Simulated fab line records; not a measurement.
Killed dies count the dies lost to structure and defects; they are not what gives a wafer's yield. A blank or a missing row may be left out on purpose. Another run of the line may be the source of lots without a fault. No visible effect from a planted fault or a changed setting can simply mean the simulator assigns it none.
fab line records | flow nand-harc
[record] lots = 13 wafers = 39 last-day = 34
route steps=1302 shown A_SLIT@946 A_WL_FILL@954 END@1302
lots untouched by any fault: they come from a run of this same line in which no faults occurred
start-h: hours from the record's opening day to when the first of the lot's shown wafers began | wait-h: hours elapsed since this lot's preceding step | " as in the row above | L1.1+2: a row that stands for several wafers | - no value, or no start given | * or withheld: withheld | < > ~ a bound
route shown NAME@n: NAME is a module with steps in the file, n the number in the route of the first one | usual: mean and standard deviation over wafers with no fault | same: alike in all rows | chamber/n: place in a boat | sites: the reading at each site | _std_site: the standard deviation of these | _edge_site: outer sites' mean less inner sites' | radius-mm: how far each site lies from the wafer's centre | mask NAME#n: copy n | behind: the last tool/chamber to shape the wafer | hold: reason for holding the lot/hours on hold/outcome of the hold | device: whichever transistor did not switch (one of n, p or np) | end of line: tests run on the same wafers once the route is complete | a step given without rows: its recipe and nothing more | killed: dies lost to structure and defects at the first sort, not the wafer's yield | map: per-die view of a wafer (x killed, . not killed, _ where there is no die)
set.NAME: the setting that was run; set.NAME@STEP: the one run at that earlier step | model.NAME: the simulator's own value behind a step, which no gauge read
route steps across a sampled set of lots; one table per step, one row per wafer
services: a tool's chamber out of use, with start hour (start-h, from the record's first day; less than 0 if before it), hours out, and reason
[[steps]]
[step NHARC_A_SLIT_CD_MEAS_21]
[usual] cd-nm = 289.6/0.7
// columns lot.wafer tool chamber start-h wait-h cd-nm
L567.2 cd-sem-03 - 477.31 - 290.2
L567.3 " - " " 289.6
L567.6 " - " " 289.9
L568.3 cd-sem-02 - 481.96 - 289.0
L568.5 " - " " 290.1
L568.6 " - " " 288.9
L575.1 cd-sem-01 - 537.72 - 288.6
L575.2 " - " " 289.5
L575.5 " - " " 288.5
L577.2 cd-sem-02 - 564.55 - 290.4
L577.4 " - " " 290.1
L577.6 " - " " 290.2
L581.3 cd-sem-03 - 598.30 - 289.2
L581.4 " - " " 290.0
L581.6 " - " " 289.6
L583.2 cd-sem-03 - 614.14 - 289.2
L583.3 " - " " 289.3
L583.5 " - " " 289.8
L584.3 cd-sem-02 - 614.57 - 289.9
L584.4 " - " " 289.7
L584.6 " - " " 289.4
L586.4 cd-sem-03 - 642.99 - 289.6
L586.5 " - " " 289.6
L586.6 " - " " 290.1
L585.4 cd-sem-03 - 651.20 - 289.4
L585.5 " - " " 289.3
L585.6 " - " " 289.1
L590.1 cd-sem-03 - 693.59 - 290.2
L590.2 " - " " 291.2
L590.5 " - " " 290.4
L588.2 cd-sem-02 - 695.87 - 290.7
L588.5 " - " " 290.5
L588.6 " - " " 290.4
L587.1 cd-sem-01 - 697.40 0.1 289.5
L587.2 " - " " 289.6
L587.4 " - " " 289.2
L589.2 cd-sem-01 - 699.71 - 290.2
L589.3 " - " " 289.5
L589.5 " - " " 289.1
[step NHARC_A_WL_FILL_ALD_02]
[recipe] target-thk-a = 20 pulse-time-s = 3 ald-cycles = 100 temp-c = 450 material = TiN
[usual] heater-power-w = 1112/95 precursor-pulse-height-rel = 0.997/0.02
// columns lot.wafer tool chamber start-h wait-h heater-power-w precursor-pulse-height-rel
L567.2 ald-metal-04 0 484.44 0.2 1031 1.008
L567.3 " 2 " " 1170 1.011
L567.6 " 1 " " 901 1.041
L568.3 ald-metal-04 2 489.08 0.2 1164 1.023
L568.6 " 1 " " 921 0.976
L568.5 " 2 " " 1130 1.010
L575.1 ald-metal-01 3 544.86 0.2 1159 0.987
L575.2 " 0 " " 1039 0.953
L575.5 " 3 " " 1146 0.992
L577.4 ald-metal-01 0 576.37 0.2 1054 1.012
L577.2 " 1 " " 1090 0.980
L577.6 " 3 " " 1161 1.014
L581.3 ald-metal-04 1 628.49 0.1 924 0.998
L581.4 " 0 " " 1059 1.003
L581.6 " 2 " " 1163 0.981
L584.4 ald-metal-03 0 628.71 0.2 1251 1.000
L584.3 " 1 " " 1099 1.011
L584.6 " 0 " " 1235 1.012
L583.3 ald-metal-04 2 628.83 0.1 1150 1.027
L583.2 " 3 " " 1161 1.031
L583.5 " 3 " " 1146 0.991
L586.4 ald-metal-01 1 650.36 0.3 1103 1.017
L586.5 " 3 " " 1175 0.963
L586.6 " 0 " " 1044 0.986
L585.4 ald-metal-03 3 658.36 0.1 1008 1.005
L585.5 " 2 " " 1173 1.007
L585.6 " 3 " " 1012 1.044
L590.1 ald-metal-03 2 702.94 0.2 1170 0.994
L590.2 " 1 " " 1129 0.968
L590.5 " 3 " " 1026 0.973
L588.2 ald-metal-01 0 703.18 0.2 1056 1.014
L588.6 " 2 " " 1168 1.014
L588.5 " 3 " " 1182 1.014
L587.4 ald-metal-04 0 707.69 0.1 1020 1.001
L587.2 " 1 " " 894 0.979
L587.1 " 3 " " 1155 1.018
L589.3 ald-metal-03 3 707.90 0.2 1033 0.998
L589.2 " 1 " " 1127 0.985
L589.5 " 2 " " 1176 1.035
[step NHARC_A_WL_FILL_ETCHBACK_16]
[recipe] target-depth-a = 1200 time-s = 24 c4f8-flow-sccm = withheld o2-flow-sccm = 8 ar-flow-sccm = withheld rf-w = 600 bias-w = 800 chemistry = C4F8/O2/Ar
[usual] oes-product-au = 0.974/0.029 rf-vpp-V = 722/4 run-length-s = 45.4/0.5
// columns lot.wafer tool chamber start-h wait-h oes-product-au rf-hours-counter-h rf-vpp-V run-length-s
L567.2 rie-diel-10 1 499.08 - 0.989 3.7 725 46.2
L567.3 " 2 " " 0.997 3.7 718 45.5
L567.6 " 1 " " 0.998 - 725 46.0
L568.3 rie-diel-05 2 499.10 - 0.967 3.3 727 45.6
L568.5 " 3 " " 0.980 - 725 45.4
L568.6 " 0 " " 0.979 - 716 45.2
L575.1 rie-diel-08 0 556.29 - 1.004 0.1 722 44.9
L575.2 " 2 " " 0.990 0.1 724 27.7
L575.5 " 3 " " 0.991 - 721 27.2
L577.4 rie-diel-08 3 587.00 - 0.985 0.8 721 45.0
L577.2 " 0 " " 0.992 0.6 722 26.7
L577.6 " 0 " " 0.999 - 720 44.8
L583.3 rie-diel-05 1 640.16 - 0.988 2.0 727 44.8
L583.2 " 2 " " 0.999 1.9 728 45.1
L583.5 " 3 " " 0.996 - 727 45.5
L584.4 rie-diel-10 1 642.65 - 0.991 3.0 725 46.0
L584.3 " 3 " " 0.992 2.6 728 45.9
L584.6 " 1 " " 0.989 - 725 46.0
L581.4 rie-diel-08 2 642.71 - 0.998 1.1 722 45.5
L581.3 " 3 " " 0.997 2.1 721 45.2
L581.6 " 1 " " 0.996 - 717 45.9
L586.4 rie-diel-10 0 661.00 - 0.934 3.0 723 45.0
L586.5 " 1 " " 0.928 - 725 46.1
L586.6 " 2 " " 0.929 - 717 46.4
L585.4 rie-diel-10 0 672.59 - 0.996 3.2 722 44.5
L585.6 " 3 " " 0.999 - 728 45.9
L585.5 " 0 " " 0.988 - 724 44.5
L590.2 rie-diel-08 0 713.79 - 0.927 4.6 721 44.8
L590.1 " 2 " " 0.931 3.6 723 45.6
L590.5 " 3 " " 0.929 - 721 44.8
L588.2 rie-diel-05 0 713.86 - 0.997 3.5 717 45.0
L588.5 " 1 " " 1.000 - 727 44.7
L588.6 " 2 " " 0.988 - 728 45.4
L589.2 rie-diel-05 1 719.09 - 0.947 4.0 727 44.6
L589.3 " 2 " " 0.959 3.7 728 45.4
L589.5 " 0 " " 0.979 - 717 45.4
L587.2 rie-diel-10 2 719.12 - 0.988 5.3 719 46.0
L587.4 " 3 " " 1.003 4.8 728 45.5
L587.1 " 0 " " 1.010 4.8 725 44.3
[step NHARC_A_WL_FILL_ALD_19]
[recipe] target-thk-a = 20 pulse-time-s = 3 ald-cycles = 100 temp-c = 450 material = TiN
[usual] heater-power-w = 1112/110 precursor-pulse-height-rel = 0.999/0.022
// columns lot.wafer tool chamber start-h wait-h heater-power-w precursor-pulse-height-rel
L568.3 ald-metal-04 3 504.79 0.1 1164 1.028
L568.5 " 2 " " 1161 0.999
L568.6 " 3 " " 1140 0.979
L567.2 ald-metal-03 1 504.79 0.1 1069 1.019
L567.3 " 2 " " 1189 0.955
L567.6 " 1 " " 1091 0.950
L575.2 ald-metal-04 1 561.90 0.1 905 0.986
L575.1 " 2 " " 1144 0.991
L575.5 " 0 " " 1043 0.956
L577.4 ald-metal-01 1 594.01 0.1 1102 0.988
L577.2 " 2 " " 1166 1.009
L577.6 " 3 " " 1172 0.984
L583.3 ald-metal-03 3 645.20 0.1 1032 1.011
L583.2 " 0 " " 1260 0.989
L583.5 " 3 " " 1000 0.989
L581.3 ald-metal-03 3 648.22 0.1 1029 0.972
L581.4 " 1 " " 1109 0.988
L581.6 " 0 " " 1307 1.025
L584.3 ald-metal-04 1 648.23 0.1 925 1.043
L584.4 " 2 " " 1141 1.020
L584.6 " 1 " " 939 1.014
L586.4 ald-metal-04 3 666.84 0.1 1155 1.005
L586.6 " 2 " " 1157 1.032
L586.5 " 3 " " 1148 1.038
L585.4 ald-metal-03 1 678.22 0.2 1071 1.016
L585.5 " 2 " " 1195 0.989
L585.6 " 3 " " 989 0.999
L588.2 ald-metal-01 2 719.57 0.1 1165 1.015
L588.6 " 3 " " 1166 1.012
L588.5 " 1 " " 1149 0.982
L590.1 ald-metal-04 0 719.58 0.1 1001 1.030
L590.2 " 1 " " 886 0.982
L590.5 " 3 " " 1126 1.012
L589.3 ald-metal-04 2 724.73 0.1 1185 1.009
L589.2 " 0 " " 1020 0.976
L589.5 " 1 " " 872 0.965
L587.2 ald-metal-01 2 724.74 0.1 1148 1.003
L587.1 " 3 " " 1171 1.007
L587.4 " 1 " " 1137 1.011
[step NHARC_END_SORT_01]
[recipe] temp-c = 25
[usual] killed-at-array = 58/20 killed-at-other = 0.9/1.4 killed-at-periphery = 4/3.1 killed-dies = 63/20 killed-open = 3.3/1.8 killed-short = 2.4/1.5
[same] gross-dies = 677
// columns lot.wafer tool chamber start-h wait-h killed-at-array killed-at-other killed-at-periphery killed-dies killed-open killed-short
L575.1 prober-02 0 657.02 2.5 33 3 0 36 2 4
L575.2 prober-02 0 657.82 2.8 673 3 1 677 4 2
L575.5 prober-02 0 660.21 3.7 674 1 2 677 3 3
L577.2 prober-01 0 674.50 2.8 675 0 2 677 5 5
L577.4 prober-01 0 676.08 3.4 79 1 4 84 2 0
L577.6 prober-01 0 677.66 3.9 73 3 4 80 4 1
// killed by level:class
L575.1 A_CHANNEL_HOLE_D2:chamber-film-flake=9 A_CHANNEL_HOLE_D1:chamber-film-flake=4 A_CONTACT:chamber-film-flake=4 THIN_TSV:chamber-film-flake=3 A_CHANNEL_FILL_D1:chamber-film-flake=2 A_STAIRCASE:chamber-film-flake=2 A_WL_FILL:chamber-film-flake=2 A_M1:chamber-film-flake=2
L575.2 A_WL_FILL:area-etchback=645 A_CHANNEL_HOLE_D2:chamber-film-flake=12 A_CHANNEL_HOLE_D1:chamber-film-flake=4 A_CHANNEL_FILL_D1:chamber-film-flake=3 THIN_TSV:chamber-film-flake=2 A_CHANNEL_HOLE_D1:geometric-particle:short=1 A_CHANNEL_FILL_D1:geometric-particle:open=1 A_ONON_D2:geometric-particle:open=1
L575.5 A_WL_FILL:area-etchback=642 A_CHANNEL_HOLE_D2:chamber-film-flake=10 A_CHANNEL_HOLE_D1:chamber-film-flake=6 A_CHANNEL_FILL_D2:chamber-film-flake=4 A_WL_FILL:chamber-film-flake=3 A_DECK1_JOINT:geometric-particle:short=2 A_STAIRCASE:chamber-film-flake=2 P_CONTACT:geometric-particle:short=1
L577.2 A_WL_FILL:area-etchback=599 A_CHANNEL_HOLE_D1:chamber-film-flake=35 A_SLIT:chamber-film-flake=18 A_CONTACT:chamber-film-flake=8 A_STAIRCASE:chamber-film-flake=3 A_CHANNEL_FILL_D1:geometric-particle:open=2 A_SOURCE_PLATE:geometric-particle:open=1 A_SOURCE_PLATE:geometric-particle:short=1
L577.4 A_CHANNEL_HOLE_D1:chamber-film-flake=34 A_SLIT:chamber-film-flake=34 A_CONTACT:chamber-film-flake=4 P_BONDPAD:chamber-film-flake=3 A_STAIRCASE:chamber-film-flake=3 A_ONON_D1:geometric-particle:open=1 A_CONTACT:geometric-particle:open=1 P_GATE:chamber-film-flake=1
L577.6 A_CHANNEL_HOLE_D1:chamber-film-flake=34 A_SLIT:chamber-film-flake=23 A_CONTACT:chamber-film-flake=8 P_BONDPAD:chamber-film-flake=2 THIN_TSV:chamber-film-flake=2 A_STAIRCASE:chamber-film-flake=2 A_WL_FILL:chamber-film-flake=2 P_M0:geometric-particle:open=1
[[services]]
// columns tool chamber start-h hours kind
ald-metal-04 - 474.00 10.0 pm
rie-diel-05 - 481.01 0.4 repair
ald-metal-03 1 509.92 21.5 repair
ald-metal-01 1 523.41 7.7 repair
rie-diel-08 3 524.58 2.5 repair
ald-metal-01 - 526.00 10.0 pm
rie-diel-08 1 531.43 16.2 repair
ald-metal-04 3 547.48 15.6 repair
ald-metal-04 1 563.11 4.6 repair
ald-metal-03 - 568.00 10.0 pm
ald-metal-04 - 583.08 2.4 repair
ald-metal-04 - 588.57 0.8 repair
rie-diel-10 - 596.53 9.0 pm
ald-metal-03 0 598.93 8.2 repair
ald-metal-03 1 602.07 2.6 repair
ald-metal-01 2 635.72 30.5 repair
ald-metal-04 2 642.92 3.6 repair
ald-metal-04 - 643.46 0.9 repair
ald-metal-04 - 652.00 10.0 pm
ald-metal-03 - 674.97 1.2 repair
ald-metal-04 - 681.92 1.1 repair
ald-metal-01 - 690.30 0.5 repair
rie-diel-10 1 694.09 1.6 repair
ald-metal-01 - 704.00 10.0 pm
[[key]]
[first-sign] step = NHARC_A_WL_FILL_ETCHBACK_16 reading = run-length-s direction = down sigmas = 36 usual = * struck = *
[effect] step = NHARC_END_SORT_01 reading = killed-at-array direction = up sigmas = 32 usual = 58 struck = 674
[more-kills-born-at] NHARC_A_WL_FILL_ETCHBACK_16@rie-diel-08 = 1886
met-at NHARC_A_WL_FILL_ETCHBACK_16
struck-lots L575,L577
struck-wafers L575.2,L575.5,L577.2
later-rows-left-out L575.2,L575.5,L577.2
tester-left-out L575,L577
not-acting-at NHARC_A_SLIT_CD_MEAS_21,NHARC_A_WL_FILL_ALD_02,NHARC_A_WL_FILL_ALD_19
[fault] kind = process-parameter-drift tool = rie-diel-08 chamber = - onset-h = 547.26 steps = NHARC_A_WL_FILL_ETCHBACK_16 channel = time-s offset = * shape = step end-h = 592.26 scope = struck-wafers-only acts-in = * stated = *
// tester-left-out: of these lots the tester's yield and bins aren't shown, on N5 and GAA mostly nor the transistor test; their killed dies are dies lost to structure and defects alone, not to doping, threshold or leakage, so they don't give the yield
// later-rows-left-out: the simulator's readings of these wafers behind a module that went badly wrong aren't trusted and aren't shown, but for the sort
